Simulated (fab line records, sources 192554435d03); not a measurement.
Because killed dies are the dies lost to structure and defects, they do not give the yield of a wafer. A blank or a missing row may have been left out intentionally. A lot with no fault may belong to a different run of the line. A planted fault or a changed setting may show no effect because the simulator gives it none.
Matching of chambers / flow n5Finfet / N5_HKMG_FIN_ETCH_35 on rieDiel-03 has 4 sister chambers
The step etches SOC in N2/H2, target depth 215.8 nm, time 243.4 s. 14 wafers are shown with their chamber, then 7 later ones without.

## WAFERS WITH THEIR CHAMBER
wafer=L076.1; chamber=3; showerheadPlenumPTorr (Torr)=2.69; throttleValvePct (%)=17.61; oesProductAu (a.u.)=0.81
wafer=L076.3; chamber=2; showerheadPlenumPTorr (Torr)=2.47; throttleValvePct (%)=17.94; oesProductAu (a.u.)=0.79
wafer=L076.6; chamber=1; showerheadPlenumPTorr (Torr)=2.69; throttleValvePct (%)=17.34; oesProductAu (a.u.)=0.97
wafer=L077.1; chamber=0; showerheadPlenumPTorr (Torr)=2.46; throttleValvePct (%)=17.76; oesProductAu (a.u.)=0.79
wafer=L077.4; chamber=2; showerheadPlenumPTorr (Torr)=2.47; throttleValvePct (%)=17.95; oesProductAu (a.u.)=0.80
wafer=L077.5; chamber=3; showerheadPlenumPTorr (Torr)=2.69; throttleValvePct (%)=17.61; oesProductAu (a.u.)=0.81
wafer=L078.1; chamber=3; showerheadPlenumPTorr (Torr)=2.69; throttleValvePct (%)=17.63; oesProductAu (a.u.)=0.80
wafer=L078.3; chamber=0; showerheadPlenumPTorr (Torr)=2.46; throttleValvePct (%)=17.77; oesProductAu (a.u.)=0.78
wafer=L078.5; chamber=2; showerheadPlenumPTorr (Torr)=2.47; throttleValvePct (%)=17.95; oesProductAu (a.u.)=0.78
wafer=L082.2; chamber=2; showerheadPlenumPTorr (Torr)=2.46; throttleValvePct (%)=17.95; oesProductAu (a.u.)=0.78
wafer=L082.4; chamber=3; showerheadPlenumPTorr (Torr)=2.69; throttleValvePct (%)=17.62; oesProductAu (a.u.)=0.80
wafer=L082.5; chamber=0; showerheadPlenumPTorr (Torr)=2.46; throttleValvePct (%)=17.77; oesProductAu (a.u.)=0.78
wafer=L085.1; chamber=2; showerheadPlenumPTorr (Torr)=2.46; throttleValvePct (%)=17.97; oesProductAu (a.u.)=0.79
wafer=L085.4; chamber=3; showerheadPlenumPTorr (Torr)=2.68; throttleValvePct (%)=17.64; oesProductAu (a.u.)=0.81

SIGNATURES (averages over the wafers above)
reading=showerheadPlenumPTorr; chamber 0=2.4600; chamber 1=2.6900; chamber 2=2.4660; chamber 3=2.6880; scatter within a chamber=0.00447
reading=throttleValvePct; chamber 0=17.7667; chamber 1=17.3400; chamber 2=17.9520; chamber 3=17.6220; scatter within a chamber=0.0111
reading=oesProductAu; chamber 0=0.7833; chamber 1=0.9700; chamber 2=0.7880; chamber 3=0.8060; scatter within a chamber=0.00683
Rule: a wafer lies at a distance from a chamber equal to the root of the sum of squares, over the readings, of (its reading less the chamber's mean, divided by the reading's scatter). If the next closest chamber is less than 2 further off than the closest, the wafer can't be placed; otherwise it belongs to the closest. The scatter is the square root of a quotient: the sum, over the shown wafers, of each reading's squared deviation from its chamber's mean, divided by wafers minus chambers.

## WAFERS WHOSE CHAMBER IS MISSING
wafer=L085.5; showerheadPlenumPTorr (Torr)=2.46; throttleValvePct (%)=17.99; oesProductAu (a.u.)=0.78
wafer=L090.4; showerheadPlenumPTorr (Torr)=2.68; throttleValvePct (%)=17.67; oesProductAu (a.u.)=0.77
wafer=L090.5; showerheadPlenumPTorr (Torr)=2.46; throttleValvePct (%)=18.01; oesProductAu (a.u.)=0.77
wafer=L090.6; showerheadPlenumPTorr (Torr)=2.68; throttleValvePct (%)=17.38; oesProductAu (a.u.)=0.91
wafer=L092.4; showerheadPlenumPTorr (Torr)=2.68; throttleValvePct (%)=17.40; oesProductAu (a.u.)=0.90
wafer=L092.5; showerheadPlenumPTorr (Torr)=2.68; throttleValvePct (%)=17.38; oesProductAu (a.u.)=0.91
wafer=L092.6; showerheadPlenumPTorr (Torr)=2.46; throttleValvePct (%)=18.00; oesProductAu (a.u.)=0.77

## WHICH CHAMBER EACH ONE RAN IN
wafer=L085.5; from the rows above=2; in truth=2
wafer=L090.4; from the rows above=3; in truth=3
wafer=L090.5; from the rows above=2; in truth=2
wafer=L090.6; from the rows above=1; in truth=1
wafer=L092.4; from the rows above=1; in truth=1
wafer=L092.5; from the rows above=1; in truth=1
wafer=L092.6; from the rows above=2; in truth=2
Correctly placed: 7 of 7. Can't be placed from these rows: 0. Wrongly placed: 0.
